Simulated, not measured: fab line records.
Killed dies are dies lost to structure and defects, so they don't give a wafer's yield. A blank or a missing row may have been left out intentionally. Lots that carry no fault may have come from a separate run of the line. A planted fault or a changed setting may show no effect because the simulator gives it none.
Code-filled problem report in 8D (eight disciplines) form :: flow n5-finfet :: the parts of the form that need people (team, actions taken, sign-off) are left out

## 1. WHAT WENT WRONG
At N5_BEOL_M3_ETCH_64, bias-w averages 108.1 W over 3 wafers from 2 lots, while fault-free wafers read 150.1 W, standard deviation 0.46. Measured from the usual mean, that is -91 standard deviations.
The step: etches SOC in N2/H2, target depth 75 nm, overetch 15 nm, time 112.5 s.
First seen on wafer L323.2, day 9 17:04, on rie-diel-01. Wafers with a number at this step in the record: 27, from 9 lots. The rule behind "out" and "out of limits": a value lying over 4 standard deviations away from the usual mean. The other wafers with a number count as sound.

## 2. WHAT IT IS AND WHAT IT IS NOT
question: which readings at this step
is: bias-w, rf-vpp-V
is not: drypump-motor-current-A, oes-product-au, showerhead-plenum-p-Torr, throttle-valve-pct

question: which lots
is: L323, L324
is not: L313, L315, L329, L330, L333, L334, L335

question: which wafers of those lots
is: L323.2, L323.5, L324.2
is not: L323.4, L324.3, L324.6

question: read on which tools
is: rie-diel-01
is not: rie-diel-02, rie-diel-05

question: when
is: from day 9 17:04
is not: up to then (7 sound wafers); but 17 sound wafers of L324, L329, L330, L333, L334, L335 came after

## 3. THE SUSPECTS, EACH WITH WHAT RULES IT OUT
Counting: any tool at a process step up to the reading remains a suspect provided it ran every lot that is out. Sound lots after the first of them don't rule it out here, since some wafers of a struck lot are sound.
- rie-diel-01 at N5_BEOL_M3_DESCUM_16 (chemistry O2, time 7 s): kept. It processed each lot that is out (first: L323, day 9 16:59); up to then, its last sound lot is L315 (day 7 20:45).
- rie-diel-01 at N5_BEOL_M3_ETCH_74 (etches underlayer in N2/H2, target depth 6.5 nm, time 5.2 s): kept. It processed each lot that is out (first: L323, day 9 17:02); up to then, its last sound lot is L315 (day 7 20:47).
- rie-diel-01 at N5_BEOL_M3_ETCH_64 (etches SOC in N2/H2, target depth 75 nm, overetch 15 nm, time 112.5 s): kept. It processed each lot that is out (first: L323, day 9 17:04); up to then, its last sound lot is L315 (day 7 20:50). On those wafers its own readings are out: bias-w, rf-vpp-V.
- Within rie-diel-01 at N5_BEOL_M3_DESCUM_16: the wafers that are out ran in chamber 1; their sound lot-mates ran in chambers 2, 3.
- Within rie-diel-01 at N5_BEOL_M3_ETCH_74: the wafers that are out ran in chamber 1; their sound lot-mates ran in chambers 2, 3.
- Within rie-diel-01 at N5_BEOL_M3_ETCH_64: the wafers that are out ran in chamber 1; their sound lot-mates ran in chambers 2, 3.
rie-diel-01 at N5_BEOL_M3_DESCUM_16, rie-diel-01 at N5_BEOL_M3_ETCH_74 and rie-diel-01 at N5_BEOL_M3_ETCH_64 are what is left after counting.

## 4. THE CAUSE (what the simulator had put in)
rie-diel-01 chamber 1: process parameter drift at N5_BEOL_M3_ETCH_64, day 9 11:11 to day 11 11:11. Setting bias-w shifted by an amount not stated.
This tool is one of the 3 suspects left after counting.

## 5. THE CHAIN OF EFFECTS, in route order
Each row: a reading where the mean over the struck wafers with a number is more than 3 standard deviations away from the usual. Scope: only readings with a usual standard deviation given in the record; hours: median across lots of the time from each lot's start at the first step in this table that gives one to its start at this step; sigmas: change in usual standard deviations.
hours: 0
step: N5_BEOL_M3_ETCH_64
reading: bias-w
usual: 150.1 W
on struck wafers: 108.1
change: -42.0
sigmas: -91

hours: 0
step: N5_BEOL_M3_ETCH_64
reading: rf-vpp-V
usual: 524.4 V
on struck wafers: 424.7
change: -99.7
sigmas: -66
It contains these process steps:
- N5_BEOL_M3_ETCH_64: etches SOC in N2/H2, target depth 75 nm, overetch 15 nm, time 112.5 s.
Later measuring or inspecting steps at which every struck wafer that the step has a row for has a number for every such reading, and none has moved that far: N5_BEOL_M4_RC_MEAS_101.

## 6. WHAT WOULD HAVE CAUGHT IT SOONER
6 hours passed between the start of the fault at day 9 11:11 and the first reading out of limits in this record, taken at day 9 17:04.
